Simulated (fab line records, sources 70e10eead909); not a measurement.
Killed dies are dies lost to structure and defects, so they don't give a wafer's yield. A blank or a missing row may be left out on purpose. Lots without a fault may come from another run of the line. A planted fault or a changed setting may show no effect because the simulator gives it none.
Chamber matching | flow nand_harc | NHARC_P_BONDPAD_CMP_19 on cmp-03: 4 sister chambers
The step polishes, t overpolish 30 s, cu recess touch 16 s, target thk 160.81 nm. 8 wafers are shown with their chamber, then 8 later ones without.

WAFERS WITH THEIR CHAMBER
wafer  | chamber | motor_current_A (A) | overpolish_run_s (s)
L074.2 | 0       | 14.5                | 30.009
L074.3 | 1       | 14.2                | 30.005
L076.2 | 0       | 14.4                | 29.991
L078.4 | 2       | 10.1                | 29.993
L079.2 | 1       | 13.8                | 30.001
L079.3 | 3       | 13.1                | 30.009
L079.6 | 2       | 10.5                | 29.984
L085.1 | 3       | 14.0                | 29.983

WAFERS WITHOUT THEIR CHAMBER
wafer  | motor_current_A (A) | overpolish_run_s (s)
L085.5 | 10.3                | 30.011
L085.6 | 12.8                | 30.016
L090.1 | 14.7                | 29.991
L090.3 | 13.7                | 29.999
L090.5 | 14.7                | 30.008
L090.2 | 10.4                | 30.004
L090.4 | 13.2                | 29.996
L090.6 | 14.3                | 30.007

WHICH CHAMBER EACH WENT THROUGH
wafer  | from the rows above          | in truth
L085.5 | 2                            | 2
L085.6 | can't be placed: 3 or 1 or 0 | 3
L090.1 | can't be placed: 0 or 1      | 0
L090.3 | can't be placed: 3 or 1 or 0 | 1
L090.5 | can't be placed: 0 or 1      | 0
L090.2 | 2                            | 2
L090.4 | can't be placed: 3 or 1      | 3
L090.6 | can't be placed: 0 or 1 or 3 | 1
Placed correctly: 2 of 8. Can't be placed from these rows: 6 (the true chamber is among the candidates in 6). Placed wrongly: 0.
How it was worked out, from the rows above alone: a wafer's distance from a chamber is the root of the sum, over the readings, of the square of ((its reading less the chamber's mean) divided by the reading's scatter). The wafer belongs to the nearest chamber; if the next one is less than 2 further off, it can't be placed. A chamber's mean is the mean of its shown wafers. The scatter: the root of (the sum of the squares of (reading less its chamber's mean) over the shown wafers, divided by (wafers less chambers)).
